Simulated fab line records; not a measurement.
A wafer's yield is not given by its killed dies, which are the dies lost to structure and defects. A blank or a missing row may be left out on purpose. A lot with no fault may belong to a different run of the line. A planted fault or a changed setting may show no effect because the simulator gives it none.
Problem report in the 8D (eight disciplines) form, filled by code    flow n5Finfet    the parts of the form that need people (team, actions taken, sign-off) are left out

== 1. WHAT IS WRONG ==
Mean of killedAtOther at N5_PASSIVATION_PROBE_49: 1161.0 across 6 wafers in 2 lots; on wafers with no fault it is 3.6 (standard deviation 2.9). That is +99 or more standard deviations from the usual mean.
First seen on wafer L958.1, day 18 06:50, on prober-01. At this step, 24 wafers from 8 lots have a number in the record. By rule, "out" or "out of limits" means more than 4 standard deviations away from the usual mean. The rest of the wafers with a number are treated as sound.

== 2. WHAT THIS IS AND IS NOT ==
question                     is                                                                                                                    is not
which readings at this step  killedAtOther, defectLimitedYield, killedDies, killedOnRim, killedOpen, sort_bin_5_function, sortNPass, sortYieldPct  killedAtContacts, sort_bin_6_memory, sort_bin_8_speed
which lots                   L958, L962                                                                                                            L949, L952, L961, L966, L968, L969
which wafers of those lots   all that have a number                                                                                                -
read on which tools          prober-01                                                                                                             prober-02
when                         from day 18 06:50                                                                                                     up to then (6 sound wafers); but 12 sound wafers of L961, L966, L968, L969 came after

== 3. THE SUSPECTS, EACH WITH WHAT RULES IT OUT ==
Counting: any tool at a process step up to the reading is kept as a suspect provided that every lot that is out went through it and no sound lot did after the first of them.
- rieDiel-06 at N5_PASSIVATION_STRIP_14 (strips in O2): ruled out as a lasting fault. After its first lot that is out, L958 (day 18 00:40), sound lots L961 ran on it.
- rieDiel-06 at N5_PASSIVATION_ETCH_15 (etches SiCN in CF4/N2, target depth 75 nm, time 81.2 s): ruled out as a lasting fault. After its first lot that is out, L958 (day 18 02:32), sound lots L961 ran on it. With no start given for some of its lots, N5_PASSIVATION_ETCH_15 uses the hours and lot order of N5_PASSIVATION_STRIP_34.
- pecvd-01 at N5_PASSIVATION_PECVD_53 (deposits SiO2 from TEOS/O2, target thk 800 nm, time 169.4 s): ruled out as a lasting fault. After its first lot that is out, L958 (day 18 03:02), sound lots L969 ran on it.
- prober-01 at N5_PASSIVATION_PROBE_49: ruled out as a lasting fault. After its first lot that is out, L958 (day 18 06:50), sound lots L961, L966 ran on it.
Left after counting: nothing in the record.

== 4. THE CAUSE (what the simulator had put in) ==
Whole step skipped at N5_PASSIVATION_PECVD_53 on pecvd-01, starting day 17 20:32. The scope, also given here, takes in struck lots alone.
Counting ruled it out, wrongly: the rule takes a fault to strike every lot that its tool runs from its start on, and this one did not.

== 5. SEQUENCE OF EFFECTS, ordered by route ==
Each row: a reading whose mean over the struck wafers that have a number lies more than 3 standard deviations from the usual. Only readings for which the record gives a usual standard deviation are gone through. hours: the time from each lot's start at the first step in this table that gives one to its start at this step, as a median over the lots. sigmas: the change in usual standard deviations.
hours  step                     reading              usual   on struck wafers  change   sigmas
0      N5_PASSIVATION_PROBE_49  defectLimitedYield   91.5 %  0.0               -91.5    -65
0      N5_PASSIVATION_PROBE_49  killedAtOther        3.6     1161.0            +1157.4  +99 or more
0      N5_PASSIVATION_PROBE_49  killedDies           101     1180              +1079    +63
0      N5_PASSIVATION_PROBE_49  killedOnRim          13      152               +139     +35
0      N5_PASSIVATION_PROBE_49  killedOpen           66      14                -52      -4.4
0      N5_PASSIVATION_PROBE_49  killedShort          33      6                 -27      -3.4
0      N5_PASSIVATION_PROBE_49  sort_bin_5_function  5.0 %   72.8              +67.8    +70
0      N5_PASSIVATION_PROBE_49  sortNPass            1079    0                 -1079    -63
0      N5_PASSIVATION_PROBE_49  sortYieldPct         91.4 %  0.0               -91.4    -65
It contains these process steps:
- N5_PASSIVATION_PROBE_49
Readings that are blank on the struck wafers while sound wafers have them: chamberPressureTorr at N5_PASSIVATION_PECVD_53; runLengthS at N5_PASSIVATION_PECVD_53.

== 6. WHAT WOULD HAVE CAUGHT IT SOONER ==
In this record the first reading out of limits was taken at day 18 06:50, 10 hours after the fault began at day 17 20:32.
At N5_PASSIVATION_PECVD_53 the tool's readings are blank on the struck wafers, where sound wafers have them: an empty tool record is the first sign, and it was there at once.
